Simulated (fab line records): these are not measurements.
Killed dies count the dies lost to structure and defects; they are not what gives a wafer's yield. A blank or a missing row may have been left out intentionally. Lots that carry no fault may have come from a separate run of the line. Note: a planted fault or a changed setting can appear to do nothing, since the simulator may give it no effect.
fab line records -- flow nand-harc
[record] lots = 6, wafers = 18, last-day = 33
route steps=1302 shown A_STAIRCASE@886 A_SGD_CUT@890 END@1302
lots with no fault: from the same line, run without faults
start-h: hours from the record's opening day to when the first of the lot's shown wafers began -- wait-h: hours elapsed since this lot's preceding step -- " the same as in the row above -- L1.1+2: a single row standing in for several wafers -- - no value, or no start given -- * or withheld: withheld -- < > ~ a bound
route shown NAME@n: names a module that has steps shown in the file, with the first one's number in the route -- usual: the fault-free wafers' mean and standard deviation -- same: alike in all rows -- chamber/n: place in a boat -- sites: each site's reading -- _std_site: how widely they spread, as a standard deviation -- _edge_site: the outer-site mean with the inner-site mean subtracted -- radius-mm: how far each site lies from the wafer's centre -- mask NAME#n: copy n -- behind: the most recent tool/chamber to have shaped the wafer -- hold: why the lot was held/for how many hours/how that ended -- device: the n, p or np transistor that did not switch -- end of line: tests run on the same wafers once the route is complete -- where a step has no rows: the recipe by itself -- killed: count of dies lost to structure and defects at first sort (not the wafer's yield) -- map: a wafer's dies, marking killed ones x, the rest . and places with no die _
set.NAME: the setting that was run; set.NAME@STEP: the one run at that earlier step -- model.NAME: the simulator's own value behind a step, which no gauge read
certain route steps with their lots: each step a table, each wafer a row
services: the hour from which a tool's chamber was out of use, counted from the record's first day as start-h (under 0 if before that day), plus the number of hours and why
[[steps]]
[step NHARC_A_STAIRCASE_CMP_472]
[recipe] material = SiO2
[usual] motor-current-A = 12.5/0.92, retaining-ring-pressure-frac = 1.001/0.0053
lot.wafer,tool,chamber,start-h,wait-h,motor-current-A,retaining-ring-pressure-frac
L377.1,cmp-01,0,460.64,0.2,10.5,1.005
L377.2,cmp-01,3,460.64,0.2,13.7,0.998
L377.6,cmp-01,0,460.64,0.2,11.9,1.012
L386.3,cmp-03,0,537.33,0.2,13.0,1.005
L386.4,cmp-03,1,537.33,0.2,12.4,0.991
L386.6,cmp-03,0,537.33,0.2,13.8,1.001
L390.2,cmp-01,3,589.64,0.2,12.8,1.015
L390.3,cmp-01,1,589.64,0.2,12.4,1.004
L390.6,cmp-01,3,589.64,0.2,14.2,1.011
L388.3,cmp-01,1,592.85,0.2,12.6,1.006
L388.4,cmp-01,2,592.85,0.2,13.0,0.989
L388.1,cmp-01,3,592.85,0.2,14.0,1.003
L393.3,cmp-03,1,630.95,0.2,12.5,1.004
L393.4,cmp-03,2,630.95,0.2,11.9,1.001
L393.6,cmp-03,2,630.95,0.2,12.7,0.998
L397.2,cmp-02,0,659.53,0.2,12.6,1.001
L397.4,cmp-02,1,659.53,0.2,12.5,1.008
L397.5,cmp-02,3,659.53,0.2,12.2,0.994
[step NHARC_A_STAIRCASE_SRD_474]
[step NHARC_A_STAIRCASE_INSPECT_155]
[usual] raw-defect-count = 420/120
lot.wafer,tool,chamber,start-h,wait-h,raw-defect-count
L377.1,defect-inspect-01,-,460.98,0.1,515
L377.2,defect-inspect-01,-,460.98,0.1,401
L377.6,defect-inspect-01,-,460.98,0.1,417
L386.3,defect-inspect-01,-,537.68,0.1,279
L386.4,defect-inspect-01,-,537.68,0.1,355
L386.6,defect-inspect-01,-,537.68,0.1,368
L390.2,defect-inspect-02,-,589.96,0.1,276
L390.3,defect-inspect-02,-,589.96,0.1,273
L390.6,defect-inspect-02,-,589.96,0.1,280
L388.1,defect-inspect-01,-,593.16,0.1,226
L388.3,defect-inspect-01,-,593.16,0.1,292
L388.4,defect-inspect-01,-,593.16,0.1,281
L393.3,defect-inspect-02,-,631.32,0.1,493
L393.4,defect-inspect-02,-,631.32,0.1,385
L393.6,defect-inspect-02,-,631.32,0.1,446
L397.2,defect-inspect-02,-,659.85,0.1,394
L397.4,defect-inspect-02,-,659.85,0.1,318
L397.5,defect-inspect-02,-,659.85,0.1,364
[step NHARC_A_SGD_CUT_DEP_00]
[recipe] target-thk-a = 500, temp-c = 400, target-thk-nm = 50, flow-sccm = 200, rf-w = 450, material = SiNx
[usual] heater-power-w = 731/110
lot.wafer,tool,chamber,start-h,wait-h,heater-power-w
L377.2,pecvd-03,1,461.08,0.1,529
L377.1,pecvd-03,2,461.08,0.1,805
L377.6,pecvd-03,1,461.08,0.1,537
L386.3,pecvd-03,1,537.77,0.1,548
L386.6,pecvd-03,0,537.77,0.1,856
L386.4,pecvd-03,2,537.77,0.1,765
L390.3,pecvd-03,1,590.03,0.1,555
L390.2,pecvd-03,2,590.03,0.1,779
L390.6,pecvd-03,0,590.03,0.1,751
L388.1,pecvd-04,1,593.23,0.1,652
L388.3,pecvd-04,0,593.23,0.1,796
L388.4,pecvd-04,2,593.23,0.1,921
L393.3,pecvd-04,1,631.41,0.1,592
L393.4,pecvd-04,1,631.41,0.1,609
L393.6,pecvd-04,2,631.41,0.1,809
L397.2,pecvd-03,0,659.91,0.1,867
L397.5,pecvd-03,0,659.91,0.1,872
L397.4,pecvd-03,1,659.91,0.1,596
[step NHARC_A_SGD_CUT_DEHYDRATE_01]
[recipe] temp-c = 150, time-s = 120
[step NHARC_A_SGD_CUT_HMDS_02]
[recipe] time-s = 30
[step NHARC_A_SGD_CUT_COAT_56]
[recipe] temp-c = 260, time-s = 75
[step NHARC_A_SGD_CUT_COAT_57]
[recipe] temp-c = 225, time-s = 65
[step NHARC_A_SGD_CUT_COAT_03]
[recipe] spin-rpm = 1500, resist-thk-nm = 90
[step NHARC_A_SGD_CUT_SOFTBAKE_04]
[recipe] temp-c = 105, time-s = 55
[step NHARC_A_SGD_CUT_EBR_05]
[step NHARC_A_SGD_CUT_EXPOSE_06]
[recipe] na = 1.35, dose-mj = 85.59, mask-id = SGD
[usual] exposure-dose-mJ-cm2 = 85.57/0.083, reticle-temp-C = 23.01/0.093
lot.wafer,tool,chamber,start-h,wait-h,mask,exposure-dose-mJ-cm2,reticle-temp-C
L377.1,arfi-scanner-03,0,461.51,-,SGD#0,85.63,23.13
L377.2,arfi-scanner-03,0,461.51,-,SGD#0,85.59,22.97
L377.6,arfi-scanner-03,0,461.51,-,SGD#0,85.68,23.17
L386.3,arfi-scanner-03,0,538.33,-,SGD#0,85.38,23.06
L386.4,arfi-scanner-03,0,538.33,-,SGD#0,85.49,22.95
L386.6,arfi-scanner-03,0,538.33,-,SGD#0,85.43,23.09
L390.2,arfi-scanner-03,0,590.49,-,SGD#0,48.61,23.01
L390.3,arfi-scanner-03,0,590.49,-,SGD#0,48.77,22.92
L390.6,arfi-scanner-03,0,590.49,-,SGD#0,48.73,23.02
L388.1,arfi-scanner-03,0,593.81,-,SGD#0,56.04,23.11
L388.3,arfi-scanner-03,0,593.81,-,SGD#0,56.11,23.18
L388.4,arfi-scanner-03,0,593.81,-,SGD#0,56.01,23.08
L393.3,arfi-scanner-02,0,631.85,-,SGD#0,85.43,22.89
L393.4,arfi-scanner-02,0,631.85,-,SGD#0,85.49,22.90
L393.6,arfi-scanner-02,0,631.85,-,SGD#0,85.55,22.95
L397.2,arfi-scanner-02,0,660.37,-,SGD#0,85.64,23.00
L397.4,arfi-scanner-02,0,660.37,-,SGD#0,85.68,23.03
L397.5,arfi-scanner-02,0,660.37,-,SGD#0,85.68,23.03
[step NHARC_A_SGD_CUT_PEB_07]
[recipe] peb-temp-c = 100, peb-time-s = 65
[step NHARC_A_SGD_CUT_DEVELOP_08]
[recipe] develop-time-s = 35, dev-temp-c = 23
[step NHARC_A_SGD_CUT_CD_MEAS_09]
[recipe] target-cd-nm = 100, landing-energy-ev = 500
[usual] cd-nm = 100.0/0.47
lot.wafer,tool,chamber,start-h,wait-h,cd-nm
L377.1,cd-sem-02,0,461.65,-,99.8
L377.2,cd-sem-02,0,461.65,-,100.5
L377.6,cd-sem-02,0,461.65,-,100.4
L386.3,cd-sem-01,0,538.47,-,99.4
L386.4,cd-sem-01,0,538.47,-,99.3
L386.6,cd-sem-01,0,538.47,-,100.0
L390.2,cd-sem-02,0,590.63,-,69.7
L390.3,cd-sem-02,0,590.63,-,69.8
L390.6,cd-sem-02,0,590.63,-,69.7
L388.1,cd-sem-01,0,593.95,-,76.3
L388.3,cd-sem-01,0,593.95,-,75.8
L388.4,cd-sem-01,0,593.95,-,75.9
L393.3,cd-sem-02,0,631.99,-,99.7
L393.4,cd-sem-02,0,631.99,-,100.2
L393.6,cd-sem-02,0,631.99,-,99.6
L397.2,cd-sem-02,0,660.51,-,100.2
L397.4,cd-sem-02,0,660.51,-,100.7
L397.5,cd-sem-02,0,660.51,-,100.9
[step NHARC_A_SGD_CUT_OVL_MEAS_10]
[usual] overlay-x-nm = -0.5/0.87, overlay-y-nm = 0.0/0.74
lot.wafer,tool,chamber,start-h,wait-h,overlay-x-nm,overlay-y-nm
L377.1,overlay-02,-,461.73,-,-1.1,0.7
L377.2,overlay-02,-,461.73,-,-1.8,-0.4
L377.6,overlay-02,-,461.73,-,-0.9,0.1
L386.3,overlay-01,-,538.55,-,0.6,-0.2
L386.4,overlay-01,-,538.55,-,0.8,-0.3
L386.6,overlay-01,-,538.55,-,0.6,0.3
L390.2,overlay-02,-,590.71,-,-2.3,-1.0
L390.3,overlay-02,-,590.71,-,-2.7,-0.4
L390.6,overlay-02,-,590.71,-,-2.1,-1.1
L388.1,overlay-01,-,594.04,-,-1.2,-1.1
L388.3,overlay-01,-,594.04,-,-0.9,-0.7
L388.4,overlay-01,-,594.04,-,-0.9,-1.0
L393.3,overlay-02,-,632.07,-,0.7,-0.1
L393.4,overlay-02,-,632.07,-,0.4,-0.1
L393.6,overlay-02,-,632.07,-,0.4,0.5
L397.2,overlay-01,-,660.60,-,-0.2,-0.2
L397.4,overlay-01,-,660.60,-,-0.7,-0.5
L397.5,overlay-01,-,660.60,-,-0.5,-0.5
[step NHARC_END_SORT_01]
[recipe] temp-c = 25
[usual] killed-at-array = 53/19, killed-at-other = 0.8/1.2, killed-at-periphery = 3.7/2.3, killed-dies = 57/19, killed-open = 3.2/1.7, killed-short = 2.6/1.8
[same] gross-dies = 677
lot.wafer,tool,chamber,start-h,wait-h,killed-at-array,killed-at-other,killed-at-periphery,killed-dies,killed-open,killed-short
L390.2,prober-01,0,717.44,2.8,58,0,4,62,3,0
L390.3,prober-01,0,718.24,3.1,55,1,7,63,9,1
L390.6,prober-01,0,720.65,4.0,53,3,2,58,2,4
L388.1,prober-01,0,724.43,2.5,21,0,3,24,2,1
L388.3,prober-01,0,726.02,3.1,15,1,6,22,4,2
L388.4,prober-01,0,726.81,3.4,34,0,3,37,2,1
// killed by level:class
L390.2 A_SLIT:chamber-film-flake=32 A_CHANNEL_HOLE_D2:chamber-film-flake=12 A_CHANNEL_HOLE_D1:chamber-film-flake=10 P_M0:geometric-particle:open=1 P_M1:geometric-particle:open=1 A_ONON_D1:geometric-particle:open=1 P_STI:chamber-film-flake=1 P_M2:chamber-film-flake=1
L390.3 A_SLIT:chamber-film-flake=23 A_CHANNEL_HOLE_D2:chamber-film-flake=17 A_CHANNEL_HOLE_D1:chamber-film-flake=5 P_CONTACT:geometric-particle:open=2 P_M2:chamber-film-flake=2 A_DECK1_JOINT:chamber-film-flake=2 P_M0:geometric-particle:open=1 P_M1:geometric-particle:open=1
L390.6 A_SLIT:chamber-film-flake=18 A_CHANNEL_HOLE_D2:chamber-film-flake=17 A_CHANNEL_HOLE_D1:chamber-film-flake=5 A_ONON_D1:geometric-particle:short=3 A_M0:chamber-film-flake=3 A_CHANNEL_FILL_D2:geometric-particle:open=2 P_STI:chamber-film-flake=2 A_CONTACT:chamber-film-flake=2
L388.1 A_CONTACT:chamber-film-flake=6 A_CHANNEL_HOLE_D1:chamber-film-flake=3 A_STAIRCASE:chamber-film-flake=3 A_SLIT:chamber-film-flake=3 P_M0:chamber-film-flake=2 A_WL_FILL:chamber-film-flake=2 P_M0:geometric-particle:open=1 A_CHANNEL_HOLE_D1:geometric-particle:open=1
L388.3 A_CHANNEL_HOLE_D1:chamber-film-flake=4 P_ZERO_WELL:chamber-film-flake=3 A_M0:geometric-particle:open=2 P_STI:chamber-film-flake=2 A_SLIT:chamber-film-flake=2 A_CONTACT:chamber-film-flake=2 P_STI:geometric-particle:short=1 A_CHANNEL_FILL_D1:geometric-particle:open=1
L388.4 A_CHANNEL_HOLE_D1:chamber-film-flake=15 A_CONTACT:chamber-film-flake=7 A_STAIRCASE:chamber-film-flake=4 A_DECK1_JOINT:chamber-film-flake=2 A_SLIT:chamber-film-flake=2 P_GATE:geometric-particle:open=1 A_ONON_D2:geometric-particle:open=1 A_CHANNEL_FILL_D2:geometric-particle:short=1
[[services]]
tool,chamber,start-h,hours,kind
arfi-scanner-03,-,439.98,4.8,repair
pecvd-04,-,450.48,13.0,pm
pecvd-03,0,454.19,3.5,repair
arfi-scanner-02,-,456.22,2.1,repair
cmp-03,-,459.57,4.0,pm
cmp-03,-,470.79,27.3,repair
cmp-01,-,479.68,4.0,pm
pecvd-03,-,480.61,0.3,repair
arfi-scanner-02,-,484.00,4.0,pm
cmp-01,-,484.06,0.4,repair
arfi-scanner-03,-,493.70,0.4,repair
pecvd-04,1,503.17,1.7,repair
cmp-02,-,526.64,4.0,pm
arfi-scanner-03,-,540.00,4.0,pm
pecvd-03,-,547.06,13.0,pm
cmp-03,-,557.57,4.0,pm
cmp-03,-,567.55,0.5,repair
arfi-scanner-03,-,575.18,2.8,repair
cmp-01,-,577.68,4.0,pm
cmp-03,-,589.68,6.2,repair
cmp-03,-,612.66,0.2,repair
pecvd-04,-,631.56,13.0,pm
cmp-03,-,655.57,4.0,pm
arfi-scanner-02,-,656.00,4.0,pm
[[key]]
[first-sign] step = NHARC_A_SGD_CUT_EXPOSE_06, reading = exposure-dose-mJ-cm2, direction = down, sigmas = 99+, usual = 85.57, struck = 52.38
[effect] step = NHARC_A_SGD_CUT_CD_MEAS_09, reading = cd-nm, direction = down, sigmas = 58, usual = 100.0, struck = 72.9, through = control-loop
met-at NHARC_A_SGD_CUT_EXPOSE_06
struck-wafers L388.1,L388.3,L388.4,L390.2,L390.3,L390.6
tester-left-out L388,L390
[loop-trim] step = NHARC_A_SGD_CUT_EXPOSE_06, setting = dose, lots = L388
onset-between 538.33 590.49
[fault] kind = process-parameter-drift, tool = arfi-scanner-03, chamber = -, onset-h = 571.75, steps = NHARC_A_SGD_CUT_EXPOSE_06, channel = dose-mj, offset = -36.915, shape = step, acts-in = these-recipes-only, stated = 85.59
// tester-left-out: of these lots the tester's yield and bins aren't shown, on N5 and GAA mostly nor the transistor test; their killed dies are dies lost to structure and defects alone, not to doping, threshold or leakage, so they don't give the yield
// loop-trim: a control loop set the setting to another value than it would have without faults
